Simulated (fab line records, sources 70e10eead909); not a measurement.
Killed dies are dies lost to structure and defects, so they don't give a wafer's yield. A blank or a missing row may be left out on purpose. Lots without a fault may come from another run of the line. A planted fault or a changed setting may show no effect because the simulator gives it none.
Which tool did it? | flow nand_harc | 6 lots, 18 wafers sampled, at 2 steps of a route of 1302

WHAT THE GAUGES READ, wafer by wafer
NHARC_P_ZERO_WELL_CD_MEAS_24: target cd 720 nm.
lot  | measured    | on        | cd_nm (nm)
L103 | day 3 14:28 | cd_sem-03 | 719.0 718.0 718.8
L106 | day 4 20:28 | cd_sem-02 | 721.3 720.7 720.2
L108 | day 5 16:27 | cd_sem-01 | 721.1 723.1 722.0
L111 | day 6 22:20 | cd_sem-02 | 716.2 722.2 720.6
L113 | day 7 18:41 | cd_sem-02 | - - -
L117 | day 9 10:31 | cd_sem-03 | 717.4 718.1 721.4

WHICH TOOL RAN EACH LOT (tool, then ch and the chambers of the sampled wafers, then the start)
lot  | NHARC_P_ZERO_WELL_EXPOSE_21
L103 | krf_scanner-02 ch 0, day 3 14:19
L106 | krf_scanner-02 ch 0, day 4 20:19
L108 | krf_scanner-04 ch 0, day 5 16:17
L111 | krf_scanner-02 ch 0, day 6 22:11
L113 | krf_scanner-04 ch 0, day 7 18:32
L117 | krf_scanner-01 ch 0, day 9 10:21
- NHARC_P_ZERO_WELL_EXPOSE_21: exposes mask P NWELL, target cd 720 nm.

THE ANSWER, worked out from the rows above alone
Rule: what is usual is taken from the lots themselves. Put in order of their means at a reading, lots are off if they are a third of the lots or fewer, leave a main group of 4 or more, and stand apart from it by a gap of 3 or more times the standard deviation of the main group's means; of several such gaps the widest counts. A main group whose means are all the same, to the digits that the tables above print for the reading, isn't used. A lot without any number at a reading at which 4 lots or more have one is off too. The other lots that the step has rows for count as sound.
Off: L113, at NHARC_P_ZERO_WELL_CD_MEAS_24 (cd_nm). Without a number there: L113. The main group: mean 720.0 nm, standard deviation 1.3.
A tool fits if, at a process step before that reading, it ran every lot that is off, and no sound lot after the first of them. The gauges at NHARC_P_ZERO_WELL_CD_MEAS_24 are tried like those tools. Can't be told from this: 2 tools fit, krf_scanner-04 at NHARC_P_ZERO_WELL_EXPOSE_21, cd_sem-02 at NHARC_P_ZERO_WELL_CD_MEAS_24.

WHAT THE SIMULATOR HAD PUT IN
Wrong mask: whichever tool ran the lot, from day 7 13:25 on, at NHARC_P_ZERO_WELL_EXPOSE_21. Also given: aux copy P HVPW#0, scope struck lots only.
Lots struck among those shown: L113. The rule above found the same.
